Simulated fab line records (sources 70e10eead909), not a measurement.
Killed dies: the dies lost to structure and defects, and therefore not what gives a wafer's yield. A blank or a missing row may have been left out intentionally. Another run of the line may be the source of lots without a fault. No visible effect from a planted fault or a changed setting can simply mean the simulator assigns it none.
Comparing a struck lot with a sound one ; flow nand_harc ; 26 steps out of a route of 1302
Sound: wafers L285.1, L285.3, L285.6. The struck wafers were L296.1, L296.3, L296.5. The cause comes at the end.
At each step with rows: each side's tool, then ch and its chambers, then its first start. Under that, the readings that differ: sound wafers ; struck wafers ; difference of the means ; sigmas: that difference in standard deviations of wafers without a fault.
alike: a reading whose means differ by less than 2 such deviations, as well as words and numbers matching on both sides. not compared: withheld readings; readings where some wafer has no value; bounds like >300 that might hide an equal value; numbers whose values overlap and for which the record gives no deviation.
A row with sigmas, a row that says differs or no value, or rows on one side alone: a step with any of these is where the two part. When numbers do not overlap yet have no deviation, they are printed without sigmas and do not part them. A reading missing from all wafers of one side parts the sides only when that side holds two or more wafers.

NHARC_A_CHANNEL_HOLE_D2_INSPECT_12:
  struck on defect_inspect-02, day 17 23:19; sound on defect_inspect-02, day 13 08:52
  alike: raw_defect_count
then, 5 steps without rows for these wafers: NHARC_A_CHANNEL_HOLE_D2_DESCUM_15 (chemistry O2, time 3 s); NHARC_A_CHANNEL_HOLE_D2_ETCH_38 (etches the open film in CF4, target depth 39 nm, time 65 s); NHARC_A_CHANNEL_HOLE_D2_ETCH_39 (etches the open film in N2/H2, target depth 260 nm, time 325 s); NHARC_A_CHANNEL_HOLE_D2_ETCH_34 (etches the open film in CF4/CHF3, target depth 154 nm, time 77 s); NHARC_A_CHANNEL_HOLE_D2_ETCH_16 (etches the open film in O2/COS, target depth 3100 nm, time 806 s).
NHARC_A_CHANNEL_HOLE_D2_CD_MEAS_18:
  struck on cd_sem-02, day 18 00:29; sound on cd_sem-01, day 13 10:02
  alike: cd_nm
then, 1 step without rows for these wafers: NHARC_A_CHANNEL_HOLE_D2_ETCH_19 (etches the open film in C4F8/O2/Ar, time 34.5 s).
NHARC_A_CHANNEL_HOLE_D2_ETCH_20: etches the open film in C4F8/O2/Ar, time 361.9 s, target depth 1600 nm.
  sound on har_etch-01 ch 0, day 13 10:17; struck on har_etch-02 ch 0, day 18 03:07
  alike: c4f8_flow_sccm, chamber_pressure_mTorr, drypump_motor_current_A, showerhead_plenum_p_Torr, throttle_valve_pct
  not compared: rf_hours_counter_h
NHARC_A_CHANNEL_HOLE_D2_ETCH_21: etches the open film in C4F8/O2/Ar, time 514.3 s, target depth 1600 nm.
  sound on har_etch-01 ch 0, day 13 10:37; struck on har_etch-02 ch 0, day 18 03:25
  alike: c4f8_flow_sccm, chamber_pressure_mTorr, drypump_motor_current_A, showerhead_plenum_p_Torr, throttle_valve_pct
  not compared: rf_hours_counter_h
NHARC_A_CHANNEL_HOLE_D2_ETCH_22: etches the open film in C4F8/O2/Ar, time 666.7 s, target depth 1600 nm.
  sound on har_etch-01 ch 0, day 13 11:05; struck on har_etch-02 ch 0, day 18 03:52
  alike: c4f8_flow_sccm, chamber_pressure_mTorr, drypump_motor_current_A, showerhead_plenum_p_Torr, throttle_valve_pct
  not compared: rf_hours_counter_h
NHARC_A_CHANNEL_HOLE_D2_ETCH_23: etches the open film in C4F8/O2/Ar, time 819 s, target depth 1600 nm.
  sound on har_etch-01 ch 0, day 13 11:41; struck on har_etch-02 ch 0, day 18 04:26
reading;sound;struck;difference;sigmas
c4f8_flow_sccm (sccm);89.38 89.23 89.16;89.98 89.86 89.76;+0.61;+2
  alike: chamber_pressure_mTorr, drypump_motor_current_A, showerhead_plenum_p_Torr, throttle_valve_pct
  not compared: rf_hours_counter_h
NHARC_A_CHANNEL_HOLE_D2_ETCH_24: etches the open film in C4F8/O2/Ar, time 906.2 s, target depth 1500 nm.
  sound on har_etch-01 ch 0, day 13 12:23; struck on har_etch-02 ch 0, day 18 05:07
  no value came back on the struck wafers for any of 6 readings (c4f8_flow_sccm (sccm), chamber_pressure_mTorr (mTorr) and others); on the sound wafers c4f8_flow_sccm (sccm) reads 93.32 93.45 92.99
  not compared: rf_hours_counter_h
then, 1 step without rows for these wafers: NHARC_A_CHANNEL_HOLE_D2_ETCH_25 (etches the open film in C4F8/O2/Ar, time 1040.2 s, target depth 1500 nm).
NHARC_A_CHANNEL_HOLE_D2_ETCH_26: etches the open film in C4F8/O2/Ar, time 224.1 s, target depth 300 nm.
  sound on har_etch-01 ch 0, day 13 13:58; struck on har_etch-02 ch 0, day 18 06:46
reading;sound;struck;difference;sigmas
bias_v (V);303.6 301.6 301.5;296.0 297.1 294.3;-6.4;-2
  alike: c4f8_flow_sccm, drypump_motor_current_A, showerhead_plenum_p_Torr, throttle_valve_pct
  not compared: rf_hours_counter_h
then, 4 steps without rows for these wafers: NHARC_A_CHANNEL_HOLE_D2_ETCH_27 (etches the open film in C4F8/O2/Ar, time 90 s, target depth 400 nm); NHARC_A_CHANNEL_HOLE_D2_STRIP_41 (strips in N2/H2); NHARC_A_CHANNEL_HOLE_D2_STRIP_42 (strips in CF4/CHF3); NHARC_A_CHANNEL_HOLE_D2_STRIP_43 (strips in O2/COS).
NHARC_A_CHANNEL_HOLE_D2_ETCH_44: etches the open film in CF4/O2, target depth 140 nm, overetch 14 nm, time 77 s.
  sound on rie_diel-03 ch 0,1, day 13 14:55; struck on rie_diel-03 ch 2,3, day 18 07:42
reading;sound;struck;difference;sigmas
model.A_CHANNEL_HOLE_D2.cd_nm (nm);87.04 88.31 88.6;97.58 102.5 98.72;+11.62;
  alike: bias_w, cf4_flow_sccm, drypump_motor_current_A, oes_product_au, rf_vpp_V, showerhead_plenum_p_Torr, throttle_valve_pct
  not compared: rf_hours_counter_h
then, 3 steps without rows for these wafers: NHARC_A_CHANNEL_HOLE_D2_STRIP_28 (strips in O2); NHARC_A_CHANNEL_HOLE_D2_PRECLEAN_29 (cleans in SC1); NHARC_A_CHANNEL_HOLE_D2_SRD_30.
NHARC_A_CHANNEL_HOLE_D2_CD_MEAS_31:
  struck on cd_sem-01, day 18 08:30; sound on cd_sem-02, day 13 15:50
reading;sound;struck;difference;sigmas
cd_nm (nm);86.3 88.2 88.2;-0.3 0.5 0.6;-87.3;-67
NHARC_A_CHANNEL_HOLE_D2_XSEM_32:
  sound on xsem-02 ch 0, day 13 15:55; struck on xsem-02 ch 0, day 18 08:35
reading;sound;struck;difference;sigmas
bot_cd_nm (nm);71.1 73.5 73.0;0.5 1.0 1.6;-71.5;-51
bow_nm (nm);8.91 8.87 8.86;0.13 0.13 0.13;-8.75;-29
  alike: tilt_deg
NHARC_A_CHANNEL_HOLE_D2_INSPECT_40:
  struck on defect_inspect-02, day 18 08:41; sound on defect_inspect-01, day 13 16:01
  alike: raw_defect_count

WHERE THEY PART
First at NHARC_A_CHANNEL_HOLE_D2_ETCH_23; last, within this record, at NHARC_A_CHANNEL_HOLE_D2_XSEM_32. Later steps at which nothing parts them and some readings are alike: NHARC_A_CHANNEL_HOLE_D2_INSPECT_40.

WHY: whatever the simulator had introduced
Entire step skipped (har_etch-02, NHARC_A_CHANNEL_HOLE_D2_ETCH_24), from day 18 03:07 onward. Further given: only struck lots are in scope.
